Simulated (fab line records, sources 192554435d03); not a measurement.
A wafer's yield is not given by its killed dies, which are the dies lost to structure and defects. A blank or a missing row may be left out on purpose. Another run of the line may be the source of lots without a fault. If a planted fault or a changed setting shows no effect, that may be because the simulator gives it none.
fab line records	flow n5-finfet
[record] lots = 13	wafers = 39	last-day = 18
route steps=1938 shown BEOL_M3@993 PAD_METAL@1894 PASSIVATION@1905
lots untouched by any fault: they come from a run of this same line in which no faults occurred
start-h: hours from the record's first day to the start of the lot's first wafer shown	wait-h: hours from the lot's prior step to this one	" repeats the value in the row above	L1.1+2: a row that stands for several wafers	- no value, or no start was given	* or withheld: withheld	< > ~ a bound
route shown NAME@n: a module of which the file shows steps, and the number in the route of the first	usual: mean/standard deviation taken from wafers without a fault	same: alike in all rows	chamber/n: place in a boat	sites: readings site by site	_std_site: their standard deviation	_edge_site: mean of outer sites minus mean of inner sites	radius-mm: how far each site lies from the wafer's centre	mask NAME#n: copy n	behind: the last tool/chamber to shape the wafer	hold: cause of the lot's hold/its duration in hours/its outcome	device: which transistor (n, p or np) failed to switch	end of line: tests run on the same wafers once the route is complete	a step with no rows: only its recipe	killed: not the wafer's yield, but the dies lost to structure and defects at the first sort	map: per-die view of a wafer (x killed, . not killed, _ where there is no die)
set.NAME: the setting as run; set.NAME@STEP: as run at that earlier step	model.NAME: the simulator's own value behind a step, which no gauge read
route steps across a sampled set of lots; one table per step, one row per wafer
services: from which hour (start-h, from the record's first day; less than 0 if before it) a tool's chamber was out of use, for how many hours, and why
[[steps]]
[step N5_BEOL_M3_CVD_47]
[recipe] material = Co	target-thk-a = 30	temp-c = withheld	precursor = CCTBA/H2	pressure-torr = 30	time-s = 223.8
lot.wafer	tool	chamber	start-h	wait-h
L607.2+3+5	cvd-co-02	1,0,0	150.33	0.0
L608.1+5+6	cvd-co-01	1,0,2	157.49	0.2
L613.2+3+6	cvd-co-02	1,0,0	197.45	0.2
L615.1+2+5	cvd-co-02	1,2,1	201.34	0.0
L622.1+2+5	cvd-co-01	1,2,2	249.49	0.0
L624.1+2+5	cvd-co-02	2,1,2	258.01	0.0
L623.1+3+4	cvd-co-02	2,0,2	262.96	0.0
L625.1+2+3	cvd-co-01	2,1,0	267.14	0.1
L628.2+3+4	cvd-co-01	1,0,1	278.63	0.0
L627.2+4+5	cvd-co-01	0,0,2	287.62	0.1
L626.1+4+5	cvd-co-02	2,0,1	295.64	0.2
L629.2+3+6	cvd-co-01	1,2,1	304.85	0.0
L630.1+5+6	cvd-co-02	1,0,1	314.39	0.1
[step N5_PASSIVATION_PRE_CLEAN_19]
[recipe] gas = H2/He	time-s = *	temp-c = *
[usual] heater-power-w = 441/46
lot.wafer	tool	chamber	start-h	wait-h	heater-power-w
L607.2	pvd-sputter-03	-	282.20	0.0	432
L607.3	"	-	"	"	392
L607.5	"	-	"	"	439
L608.1	pvd-sputter-03	-	282.96	0.0	406
L608.5	"	-	"	"	401
L608.6	"	-	"	"	434
L613.2	pvd-sputter-02	-	317.99	0.0	420
L613.3	"	-	"	"	481
L613.6	"	-	"	"	464
L615.1	pvd-sputter-03	-	322.61	0.0	391
L615.2	"	-	"	"	393
L615.5	"	-	"	"	391
L622.1	pvd-sputter-03	-	365.77	0.0	450
L622.2	"	-	"	"	401
L622.5	"	-	"	"	460
L624.1	pvd-sputter-03	-	370.27	0.0	454
L624.2	"	-	"	"	407
L624.5	"	-	"	"	402
L623.1	pvd-sputter-01	-	370.72	0.0	503
L623.3	"	-	"	"	384
L623.4	"	-	"	"	400
L625.1	pvd-sputter-02	-	390.33	0.0	582
L625.2	"	-	"	"	463
L625.3	"	-	"	"	493
L628.2	pvd-sputter-01	-	391.54	0.0	493
L628.3	"	-	"	"	493
L628.4	"	-	"	"	391
L627.2	pvd-sputter-03	-	399.10	0.0	450
L627.4	"	-	"	"	436
L627.5	"	-	"	"	449
L626.1	pvd-sputter-01	-	412.10	0.0	492
L626.4	"	-	"	"	399
L626.5	"	-	"	"	478
L629.2	pvd-sputter-03	-	417.12	0.0	440
L629.3	"	-	"	"	400
L629.6	"	-	"	"	437
L630.1	pvd-sputter-01	-	432.85	0.0	402
L630.5	"	-	"	"	401
L630.6	"	-	"	"	401
[step N5_PASSIVATION_CD_MEAS_30]
[recipe] target-cd-nm = 4000	landing-energy-ev = 500	detector = se-inlens	polarity = opening
[usual] cd-nm = 3999.2/1.5
lot.wafer	tool	chamber	start-h	wait-h	cd-nm
L607.2	cd-sem-03	0	282.81	-	3996.5
L607.3	"	0	"	"	3995.5
L607.5	"	0	"	"	3997.5
L608.1	cd-sem-01	0	283.69	-	3999.7
L608.5	"	0	"	"	3997.6
L608.6	"	0	"	"	4000.5
L613.2	cd-sem-02	0	318.60	-	3998.4
L613.3	"	0	"	"	3999.9
L613.6	"	0	"	"	3999.8
L615.1	cd-sem-02	0	323.22	-	4000.7
L615.2	"	0	"	"	3999.6
L615.5	"	0	"	"	4001.5
L622.1	cd-sem-01	0	366.38	-	3998.8
L622.2	"	0	"	"	4000.2
L622.5	"	0	"	"	3999.9
L624.1	cd-sem-01	0	371.01	-	4001.6
L624.2	"	0	"	"	4001.7
L624.5	"	0	"	"	4000.0
L623.1	cd-sem-01	0	371.46	-	3997.3
L623.3	"	0	"	"	3998.0
L623.4	"	0	"	"	3997.6
L625.1	cd-sem-02	0	390.94	-	3999.3
L625.2	"	0	"	"	4003.2
L625.3	"	0	"	"	3998.2
L628.2	cd-sem-03	0	392.16	-	3996.4
L628.3	"	0	"	"	4000.0
L628.4	"	0	"	"	3999.3
L627.2	cd-sem-03	0	399.83	-	4003.4
L627.4	"	0	"	"	3998.3
L627.5	"	0	"	"	4003.6
L626.1	cd-sem-03	0	412.84	-	3999.2
L626.4	"	0	"	"	3999.6
L626.5	"	0	"	"	3999.8
L629.2	cd-sem-03	0	417.73	-	3998.3
L629.3	"	0	"	"	4000.7
L629.6	"	0	"	"	3999.7
L630.1	cd-sem-03	0	433.59	-	3996.8
L630.5	"	0	"	"	3997.6
L630.6	"	0	"	"	3997.7
[step N5_PASSIVATION_OVL_MEAS_63]
[recipe] points-per-wafer = 44
[usual] PAD_OVL = -3/4.6
[same] points-per-wafer = 44
lot.wafer	tool	chamber	start-h	wait-h	PAD_OVL[nm]
L607.2	overlay-01	0	282.85	0.0	-2
L607.3	"	0	"	"	-1
L607.5	"	0	"	"	1
L608.1	overlay-01	0	283.72	0.0	4
L608.5	"	0	"	"	2
L608.6	"	0	"	"	1
L613.2	overlay-02	0	318.63	0.0	-3
L613.3	"	0	"	"	1
L613.6	"	0	"	"	-4
L615.1	overlay-02	0	323.25	0.0	-7
L615.2	"	0	"	"	-9
L615.5	"	0	"	"	3
L622.1	overlay-02	0	366.42	0.0	-3
L622.2	"	0	"	"	1
L622.5	"	0	"	"	-1
L624.1	overlay-02	0	371.04	0.0	7
L624.2	"	0	"	"	6
L624.5	"	0	"	"	4
L623.1	overlay-02	0	371.49	0.0	-7
L623.3	"	0	"	"	-7
L623.4	"	0	"	"	-10
L625.1	overlay-01	0	390.98	0.0	-2
L625.2	"	0	"	"	1
L625.3	"	0	"	"	-3
L628.2	overlay-01	0	392.19	0.0	3
L628.3	"	0	"	"	-6
L628.4	"	0	"	"	0
L627.2	overlay-02	0	399.86	0.0	-8
L627.4	"	0	"	"	-9
L627.5	"	0	"	"	-8
L626.1	overlay-02	0	412.87	0.0	-9
L626.4	"	0	"	"	-4
L626.5	"	0	"	"	-10
L629.2	overlay-02	0	417.76	0.0	0
L629.3	"	0	"	"	4
L629.6	"	0	"	"	2
L630.1	overlay-01	0	433.62	0.0	0
L630.5	"	0	"	"	0
L630.6	"	0	"	"	-3
[step N5_PASSIVATION_PROBE_49]
[usual] defect-limited-yield = 91.4/1.3	killed_at_M0_to_M3 = 34/10	killed_at_M4_up = 14/5.6	killed-at-contacts = 13/5.9	killed-at-front-end = 37/9.9	killed-at-other = 3.5/2.8	killed-dies = 101/15	killed-open = 67/12	killed-short = 32/6.6	sort_bin_4_leakage = 0.00/0.014	sort_bin_5_function = 5.0/0.81	sort_bin_6_memory = 3.2/0.66	sort_bin_8_speed = 0.00/0.007	sort-n-pass = 1079/15	sort-yield-pct = 91.4/1.3
[same] gross-dies = 1180	killed-at-back-side = 0
lot.wafer	tool	chamber	start-h	wait-h	defect-limited-yield[%]	killed_at_M0_to_M3	killed_at_M4_up	killed-at-contacts	killed-at-front-end	killed-at-other	killed-dies	killed-open	killed-short	sort_bin_4_leakage[%]	sort_bin_5_function[%]	sort_bin_6_memory[%]	sort_bin_8_speed[%]	sort-n-pass	sort-yield-pct[%]
L608.1	prober-02	-	289.88	0.0	91.3	29	14	17	36	7	103	73	26	0	5.1	3.2	0	1077	91.3
L608.5	prober-02	-	290.08	0.2	92.1	33	11	17	30	2	93	64	29	0	4.8	2.6	0	1087	92.1
L608.6	prober-02	-	290.13	0.3	92.1	35	3	16	35	4	93	55	38	0	4.7	2.9	0	1087	92.1
L607.2	prober-01	-	289.92	0.1	90.5	38	3	19	52	0	112	80	31	0	5.8	3.4	0.08	1067	90.4
L607.3	prober-01	-	289.97	0.1	90.8	34	13	6	55	1	109	69	39	0	5.3	3.7	0	1071	90.8
L607.5	prober-01	-	290.07	0.2	90.0	28	13	23	50	4	118	73	43	0	5.6	3.9	0	1062	90.0
L613.2	prober-02	-	323.84	0.1	82.0	159	6	16	22	9	212	50	27	0	11.2	3.6	0	968	82.0
L613.3	prober-02	-	323.89	0.1	80.8	164	16	16	30	1	227	65	25	0	11.6	4.3	0	953	80.8
L613.6	prober-02	-	324.04	0.3	81.0	164	9	8	37	6	224	43	37	0	11.2	3.6	0	956	81.0
L615.1	prober-01	-	328.61	0.0	84.1	154	9	3	21	1	188	33	16	0	9.9	3.1	0	992	84.1
L615.2	prober-01	-	328.66	0.1	80.6	166	12	9	37	5	229	49	38	0	12.4	4.2	0	951	80.6
L615.5	prober-01	-	328.81	0.2	82.1	154	12	6	35	4	211	53	18	0	11.8	3.6	0	969	82.1
L622.1	prober-01	-	371.93	0.0	91.8	23	14	9	51	0	97	73	24	0	5.4	2.5	0	1083	91.8
L622.2	prober-01	-	371.98	0.1	91.9	33	21	8	34	0	96	64	32	0.17	4.6	3.4	0	1082	91.7
L622.5	prober-01	-	372.13	0.2	87.6	55	20	21	45	5	146	96	50	0	7.1	4.5	0	1034	87.6
L624.1	prober-02	-	376.29	0.0	89.7	34	29	13	44	1	121	86	33	0	6.6	3.6	0	1059	89.7
L624.2	prober-02	-	376.34	0.1	91.4	34	13	18	31	6	102	65	36	0	4.7	3.7	0	1078	91.4
L624.5	prober-02	-	376.49	0.2	91.5	36	14	18	32	0	100	64	34	0	5.7	2.5	0	1080	91.5
L623.1	prober-01	-	376.57	0.0	89.5	32	13	18	57	4	124	75	48	0	6.4	3.6	0	1056	89.5
L623.3	prober-01	-	376.67	0.1	91.9	53	6	11	26	0	96	69	27	0	4.1	4.0	0	1084	91.9
L623.4	prober-01	-	376.72	0.2	89.8	53	10	15	42	0	120	84	36	0	5.8	3.9	0	1060	89.8
L625.1	prober-01	-	395.85	0.0	93.6	26	12	4	25	9	76	45	29	0	4.0	2.0	0	1104	93.6
L625.2	prober-01	-	395.90	0.1	92.2	37	14	5	32	4	92	60	32	0	4.8	2.9	0	1088	92.2
L625.3	prober-01	-	395.95	0.1	91.2	40	4	17	39	4	104	58	45	0	5.2	3.5	0	1076	91.2
L628.2	prober-01	-	397.32	0.1	90.0	52	27	4	29	6	118	86	31	0	5.5	4.4	0	1062	90.0
L628.3	prober-01	-	397.37	0.1	92.5	32	13	13	28	3	89	50	39	0	4.6	2.5	0	1091	92.5
L628.4	prober-01	-	397.42	0.2	91.1	50	13	6	33	3	105	76	29	0	5.4	3.3	0	1075	91.1
L627.2	prober-02	-	404.77	0.1	90.8	34	8	10	53	4	109	70	32	0	5.2	3.3	0	1071	90.8
L627.4	prober-02	-	404.87	0.2	91.9	37	14	8	31	6	96	67	27	0	4.7	3.3	0	1084	91.9
L627.5	prober-02	-	404.92	0.2	90.9	38	7	10	50	2	107	79	27	0	4.8	3.9	0	1073	90.9
L626.1	prober-02	-	418.65	0.6	89.9	29	20	19	47	4	119	81	36	0	6.0	3.6	0	1061	89.9
L626.4	prober-02	-	418.80	0.7	93.5	26	15	10	20	6	77	42	34	0	4.2	2.2	0	1103	93.5
L626.5	prober-02	-	418.85	0.8	90.4	37	23	13	38	2	113	82	28	0	5.8	3.5	0	1067	90.4
L629.2	prober-02	-	423.61	0.1	90.8	44	10	9	42	4	109	72	37	0	5.7	3.3	0	1071	90.8
L629.3	prober-02	-	423.66	0.1	91.2	26	15	15	43	5	104	68	35	0	4.8	3.7	0	1076	91.2
L629.6	prober-02	-	423.81	0.3	92.1	39	19	10	24	1	93	55	38	0	4.7	3.1	0	1087	92.1
L630.1	prober-02	-	438.86	0.0	91.4	39	12	16	33	2	102	70	32	0	5.3	3.0	0	1078	91.4
L630.5	prober-02	-	439.06	0.2	91.6	37	19	20	20	3	99	67	30	0	5.0	3.1	0	1081	91.6
L630.6	prober-02	-	439.11	0.3	93.7	33	11	6	20	4	74	38	36	0	4.0	2.3	0	1106	93.7
// killed by level:class
L608.1 MOL_CONTACT_COAG:geometric-particle:open=15 BEOL_M1:geometric-particle:open=11 STI_FIN_REVEAL:geometric-particle:open=10 BEOL_M3:geometric-particle:open=8 BEOL_M4:geometric-particle:open=8 GATE_CUT:geometric-particle:short=5 BEOL_M0_SAQP:geometric-particle:open=5 GATE_CUT:geometric-particle:open=4
L607.2 FIN_SAQP:geometric-particle:open=16 MOL_CONTACT_COAG:geometric-particle:open=14 BEOL_M0_SAQP:geometric-particle:open=11 STI_FIN_REVEAL:geometric-particle:open=7 BEOL_M0_SAQP:geometric-particle:short=7 BEOL_M3:geometric-particle:open=7 FIN_SAQP:geometric-particle:short=6 DUMMY_GATE:geometric-particle:open=5
L607.3 FIN_SAQP:geometric-particle:open=14 STI_FIN_REVEAL:geometric-particle:open=13 BEOL_M0_SAQP:geometric-particle:open=8 BEOL_M4:geometric-particle:open=7 BEOL_M0:geometric-particle:short=7 FIN_SAQP:geometric-particle:short=6 MOL_CONTACT_COAG:geometric-particle:open=6 STARTING-WAFER:geometric-particle:short=6
L607.5 MOL_CONTACT_COAG:geometric-particle:open=16 DUMMY_GATE:geometric-particle:open=12 GATE_CUT:geometric-particle:open=8 BEOL_M0_SAQP:geometric-particle:open=8 BEOL_M4:geometric-particle:open=8 BEOL_M0_SAQP:geometric-particle:short=7 MOL_CONTACT_COAG:geometric-particle:short=7 BEOL_M1:geometric-particle:open=6
L608.5 MOL_CONTACT_COAG:geometric-particle:open=16 BEOL_M3:geometric-particle:open=9 BEOL_M1:geometric-particle:open=7 DUMMY_GATE:geometric-particle:open=6 STI_FIN_REVEAL:geometric-particle:open=5 GATE_CUT:geometric-particle:short=5 BEOL_M4:geometric-particle:open=5 FIN_SAQP:geometric-particle:short=4
L608.6 MOL_CONTACT_COAG:geometric-particle:open=11 FIN_SAQP:geometric-particle:short=10 BEOL_M1:geometric-particle:open=10 BEOL_M0:geometric-particle:open=7 FIN_SAQP:geometric-particle:open=6 GATE_CUT:geometric-particle:open=5 MOL_CONTACT_COAG:geometric-particle:short=5 GATE_CUT:geometric-particle:short=4
L613.2 BEOL_M3:unspecified=134 MOL_CONTACT_COAG:geometric-particle:open=14 BEOL_M0_SAQP:geometric-particle:open=11 BEOL_M0_SAQP:geometric-particle:short=6 FIN_SAQP:geometric-particle:short=5 BEOL_M4:geometric-particle:open=4 FIN_SAQP:geometric-particle:open=3 STI_FIN_REVEAL:geometric-particle:short=3
L613.3 BEOL_M3:unspecified=137 MOL_CONTACT_COAG:geometric-particle:open=16 BEOL_M0_SAQP:geometric-particle:open=8 BEOL_M0_SAQP:geometric-particle:short=8 BEOL_M4:geometric-particle:open=8 GATE_CUT:geometric-particle:short=7 BEOL_M2:geometric-particle:open=7 STI_FIN_REVEAL:geometric-particle:open=6
L613.6 BEOL_M3:unspecified=144 FIN_SAQP:geometric-particle:open=8 MOL_CONTACT_COAG:geometric-particle:open=8 FIN_SAQP:geometric-particle:short=7 STI_FIN_REVEAL:geometric-particle:open=5 BEOL_M2:geometric-particle:short=4 BEOL_M0_SAQP:geometric-particle:short=4 STI_FIN_REVEAL:geometric-particle:short=3
L615.1 BEOL_M3:unspecified=139 FIN_SAQP:geometric-particle:open=9 BEOL_M2:geometric-particle:open=5 BEOL_M4:geometric-particle:open=4 GATE_CUT:geometric-particle:short=4 MOL_CONTACT_COAG:geometric-particle:open=3 BEOL_M0_SAQP:geometric-particle:short=3 BEOL_M1:geometric-particle:short=3
L615.2 BEOL_M3:unspecified=141 FIN_SAQP:geometric-particle:open=15 FIN_SAQP:geometric-particle:short=10 BEOL_M4:geometric-particle:open=7 MOL_CONTACT_COAG:geometric-particle:open=6 BEOL_M0_SAQP:geometric-particle:short=6 BEOL_M2:geometric-particle:open=5 GATE_CUT:geometric-particle:short=4
L615.5 BEOL_M3:unspecified=140 FIN_SAQP:geometric-particle:open=17 FIN_SAQP:geometric-particle:short=10 BEOL_M5:geometric-particle:open=7 MOL_CONTACT_COAG:geometric-particle:open=4 BEOL_M1:geometric-particle:open=4 BEOL_M0_SAQP:geometric-particle:open=3 BEOL_M2:geometric-particle:open=3
L622.1 STI_FIN_REVEAL:geometric-particle:open=24 FIN_SAQP:geometric-particle:open=7 BEOL_M0_SAQP:geometric-particle:open=6 BEOL_M4:geometric-particle:open=6 STI_FIN_REVEAL:geometric-particle:short=5 MOL_CONTACT_COAG:geometric-particle:open=5 BEOL_M3:geometric-particle:open=4 ILD0:geometric-particle:short=4
L622.2 STI_FIN_REVEAL:geometric-particle:open=11 BEOL_M0_SAQP:geometric-particle:short=11 BEOL_M4:geometric-particle:open=7 MOL_CONTACT_COAG:geometric-particle:open=6 BEOL_M2:geometric-particle:open=6 BEOL_M3:geometric-particle:short=5 BEOL_M8:geometric-particle:open=5 BEOL_M0_SAQP:geometric-particle:open=4
L622.5 MOL_CONTACT_COAG:geometric-particle:open=18 STI_FIN_REVEAL:geometric-particle:open=12 BEOL_M1:geometric-particle:open=12 BEOL_M0_SAQP:geometric-particle:short=11 BEOL_M0_SAQP:geometric-particle:open=11 BEOL_M4:geometric-particle:open=9 BEOL_M3:geometric-particle:open=7 ILD0:geometric-particle:short=6
L624.1 BEOL_M4:geometric-particle:open=14 FIN_SAQP:geometric-particle:open=11 STI_FIN_REVEAL:geometric-particle:open=9 BEOL_M0_SAQP:geometric-particle:open=9 FIN_SAQP:geometric-particle:short=8 MOL_CONTACT_COAG:geometric-particle:open=8 BEOL_M3:geometric-particle:open=8 BEOL_M2:geometric-particle:open=7
L624.2 MOL_CONTACT_COAG:geometric-particle:open=16 BEOL_M1:geometric-particle:open=10 GATE_CUT:geometric-particle:short=6 BEOL_M0_SAQP:geometric-particle:open=5 BEOL_M2:geometric-particle:open=5 BEOL_M4:geometric-particle:open=5 FIN_SAQP:geometric-particle:short=4 BEOL_M3:geometric-particle:short=4
L624.5 MOL_CONTACT_COAG:geometric-particle:open=13 BEOL_M1:geometric-particle:open=7 BEOL_M2:geometric-particle:open=7 BEOL_M3:geometric-particle:open=7 STI_FIN_REVEAL:geometric-particle:open=6 GATE_CUT:geometric-particle:short=6 BEOL_M0_SAQP:geometric-particle:short=5 STARTING-WAFER:geometric-particle:short=5
L623.1 STI_FIN_REVEAL:geometric-particle:open=17 MOL_CONTACT_COAG:geometric-particle:open=11 FIN_SAQP:geometric-particle:short=7 GATE_CUT:geometric-particle:short=7 MOL_CONTACT_COAG:geometric-particle:short=7 BEOL_M0_SAQP:geometric-particle:short=6 BEOL_M0_SAQP:geometric-particle:open=6 FIN_SAQP:geometric-particle:open=5
L623.3 BEOL_M0_SAQP:geometric-particle:open=12 MOL_CONTACT_COAG:geometric-particle:open=11 BEOL_M0_SAQP:geometric-particle:short=10 BEOL_M1:geometric-particle:open=8 BEOL_M3:geometric-particle:open=8 FIN_SAQP:geometric-particle:open=6 BEOL_M2:geometric-particle:open=6 STI_FIN_REVEAL:geometric-particle:open=4
L623.4 MOL_CONTACT_COAG:geometric-particle:open=14 BEOL_M0_SAQP:geometric-particle:short=14 BEOL_M0_SAQP:geometric-particle:open=13 STI_FIN_REVEAL:geometric-particle:open=12 FIN_SAQP:geometric-particle:open=7 BEOL_M1:geometric-particle:open=7 GATE_CUT:geometric-particle:short=6 BEOL_M2:geometric-particle:open=6
L625.1 BEOL_M0_SAQP:geometric-particle:short=8 BEOL_M2:geometric-particle:open=8 BEOL_M4:geometric-particle:open=5 FIN_SAQP:geometric-particle:open=4 STI_FIN_REVEAL:geometric-particle:open=3 DUMMY_GATE:geometric-particle:open=3 GATE_CUT:geometric-particle:short=3 GATE_CUT:geometric-particle:open=3
L625.2 BEOL_M0_SAQP:geometric-particle:short=15 FIN_SAQP:geometric-particle:open=10 BEOL_M2:geometric-particle:open=9 BEOL_M4:geometric-particle:open=9 FIN_SAQP:geometric-particle:short=7 STI_FIN_REVEAL:geometric-particle:open=7 BEOL_M0_SAQP:geometric-particle:open=7 MOL_CONTACT_COAG:geometric-particle:open=4
L625.3 BEOL_M0_SAQP:geometric-particle:short=18 MOL_CONTACT_COAG:geometric-particle:open=15 BEOL_M0_SAQP:geometric-particle:open=10 STI_FIN_REVEAL:geometric-particle:open=6 DUMMY_GATE:geometric-particle:open=6 GATE_CUT:geometric-particle:short=6 FIN_SAQP:geometric-particle:short=5 BEOL_M1:geometric-particle:open=4
L628.2 BEOL_M0_SAQP:geometric-particle:open=14 BEOL_M4:geometric-particle:open=13 BEOL_M0_SAQP:geometric-particle:short=10 BEOL_M0:geometric-particle:open=9 BEOL_M3:geometric-particle:open=9 FIN_SAQP:geometric-particle:open=5 STI_FIN_REVEAL:geometric-particle:open=5 GATE_CUT:geometric-particle:short=4
L628.3 GATE_CUT:geometric-particle:short=9 BEOL_M0_SAQP:geometric-particle:short=8 BEOL_M4:geometric-particle:open=8 MOL_CONTACT_COAG:geometric-particle:open=7 MOL_CONTACT_COAG:geometric-particle:short=6 BEOL_M2:geometric-particle:open=5 BEOL_M0_SAQP:geometric-particle:open=4 BEOL_M1:geometric-particle:short=4
L628.4 BEOL_M3:geometric-particle:open=11 BEOL_M0_SAQP:geometric-particle:open=10 BEOL_M0_SAQP:geometric-particle:short=8 BEOL_M4:geometric-particle:open=8 BEOL_M2:geometric-particle:open=8 FIN_SAQP:geometric-particle:open=7 STI_FIN_REVEAL:geometric-particle:open=5 GATE_CUT:geometric-particle:short=5
L627.2 STI_FIN_REVEAL:geometric-particle:open=15 FIN_SAQP:geometric-particle:open=11 BEOL_M2:geometric-particle:open=9 GATE_CUT:geometric-particle:short=8 BEOL_M3:geometric-particle:open=7 MOL_CONTACT_COAG:geometric-particle:open=6 BEOL_M3:geometric-particle:short=6 HKMG_FIN:area-etch=6
L627.4 BEOL_M3:geometric-particle:open=16 MOL_CONTACT_COAG:geometric-particle:open=7 STI_FIN_REVEAL:geometric-particle:open=5 BEOL_M0_SAQP:geometric-particle:short=5 BEOL_M4:geometric-particle:open=5 BEOL_M1:geometric-particle:open=4 STARTING-WAFER:geometric-particle:open=4 DUMMY_GATE:geometric-particle:short=4
L627.5 SPACER0:geometric-particle:open=13 FIN_SAQP:geometric-particle:open=11 BEOL_M3:geometric-particle:open=11 MOL_CONTACT_COAG:geometric-particle:open=7 DUMMY_GATE:geometric-particle:open=7 BEOL_M0:geometric-particle:open=6 BEOL_M0_SAQP:geometric-particle:open=5 STI_FIN_REVEAL:geometric-particle:open=4
L626.1 MOL_CONTACT_COAG:geometric-particle:open=15 STI_FIN_REVEAL:geometric-particle:open=14 BEOL_M3:geometric-particle:open=8 BEOL_M0_SAQP:geometric-particle:short=7 FIN_SAQP:geometric-particle:short=5 FIN_SAQP:geometric-particle:open=5 DUMMY_GATE:geometric-particle:open=5 BEOL_M6:geometric-particle:open=5
L626.4 BEOL_M0_SAQP:geometric-particle:short=14 MOL_CONTACT_COAG:geometric-particle:open=8 BEOL_M4:geometric-particle:open=8 STI_FIN_REVEAL:geometric-particle:open=4 BEOL_M0_SAQP:geometric-particle:open=4 BEOL_M2:geometric-particle:open=4 ILD0:geometric-particle:short=3 STARTING-WAFER:geometric-particle:short=3
L626.5 STI_FIN_REVEAL:geometric-particle:open=13 MOL_CONTACT_COAG:geometric-particle:open=11 BEOL_M2:geometric-particle:open=10 BEOL_M3:geometric-particle:open=9 BEOL_M0_SAQP:geometric-particle:open=6 BEOL_M4:geometric-particle:open=6 FIN_SAQP:geometric-particle:open=5 BEOL_M0_SAQP:geometric-particle:short=5
L629.2 FIN_SAQP:geometric-particle:open=14 BEOL_M0_SAQP:geometric-particle:open=12 BEOL_M0_SAQP:geometric-particle:short=10 MOL_CONTACT_COAG:geometric-particle:open=8 BEOL_M1:geometric-particle:open=7 GATE_CUT:geometric-particle:short=5 BEOL_M2:geometric-particle:open=5 BEOL_M3:geometric-particle:open=5
L629.3 MOL_CONTACT_COAG:geometric-particle:open=13 STI_FIN_REVEAL:geometric-particle:open=10 FIN_SAQP:geometric-particle:open=9 DUMMY_GATE:geometric-particle:open=6 BEOL_M0_SAQP:geometric-particle:short=6 FIN_SAQP:geometric-particle:short=4 BEOL_M0_SAQP:geometric-particle:open=4 BEOL_M1:geometric-particle:open=4
L629.6 BEOL_M0_SAQP:geometric-particle:short=11 MOL_CONTACT_COAG:geometric-particle:open=8 BEOL_M3:geometric-particle:open=8 BEOL_M1:geometric-particle:open=6 FIN_SAQP:geometric-particle:open=5 FIN_SAQP:geometric-particle:short=5 GATE_CUT:geometric-particle:short=5 BEOL_M0_SAQP:geometric-particle:open=4
L630.1 BEOL_M0_SAQP:geometric-particle:open=14 MOL_CONTACT_COAG:geometric-particle:open=13 BEOL_M0_SAQP:geometric-particle:short=13 STI_FIN_REVEAL:geometric-particle:open=8 FIN_SAQP:geometric-particle:open=7 BEOL_M3:geometric-particle:open=6 FIN_SAQP:geometric-particle:short=4 BEOL_M4:geometric-particle:open=4
L630.5 MOL_CONTACT_COAG:geometric-particle:open=16 BEOL_M0_SAQP:geometric-particle:open=15 BEOL_M4:geometric-particle:open=10 BEOL_M0_SAQP:geometric-particle:short=9 BEOL_M2:geometric-particle:open=9 FIN_SAQP:geometric-particle:short=6 STI_FIN_REVEAL:geometric-particle:open=5 MOL_CONTACT_COAG:geometric-particle:short=4
L630.6 BEOL_M0_SAQP:geometric-particle:short=17 FIN_SAQP:geometric-particle:open=6 DUMMY_GATE:geometric-particle:open=5 BEOL_M1:geometric-particle:open=4 BEOL_M0_SAQP:geometric-particle:open=4 BEOL_M2:geometric-particle:open=4 GATE_CUT:geometric-particle:short=3 MOL_CONTACT_COAG:geometric-particle:short=3
[[services]]
tool	chamber	start-h	hours	kind
cvd-co-01	-	150.27	6.0	pm
pvd-sputter-02	-	157.68	14.3	repair
cvd-co-02	2	170.31	5.1	repair
cvd-co-02	2	189.78	8.0	repair
pvd-sputter-02	-	207.32	1.6	repair
cvd-co-01	-	208.98	14.6	pm
cvd-co-01	-	319.27	6.9	pm
cvd-co-01	1	333.33	-	clean
cvd-co-01	1	333.33	22.0	scheduled-down
cvd-co-01	1	333.33	22.0	vent-cycle
cvd-co-01	-	349.28	0.4	repair
cvd-co-01	-	383.21	0.4	repair
cvd-co-02	1	392.72	13.0	repair
cvd-co-01	0	416.47	3.1	repair
[[key]]
[first-sign] step = N5_PASSIVATION_PROBE_49	reading = killed_at_M0_to_M3	direction = up	sigmas = 12	usual = 34	struck = 160
[effect] step = N5_PASSIVATION_PROBE_49	reading = defect-limited-yield	direction = down	sigmas = 7.5	usual = 91.4	struck = 81.8
[more-kills-born-at] N5_BEOL_M3_CVD_47@cvd-co-02 = 835
met-at N5_BEOL_M3_CVD_47
struck-lots L613,L615
not-acting-at N5_PASSIVATION_PRE_CLEAN_19,N5_PASSIVATION_CD_MEAS_30,N5_PASSIVATION_OVL_MEAS_63
onset-between 150.33 197.45
[fault] kind = chamber-particle-source	tool = cvd-co-02	chamber = -	onset-h = 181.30	steps = N5_BEOL_M3_CVD_47	rate-per-visit-cm2 = 1.2965	end-h = 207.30
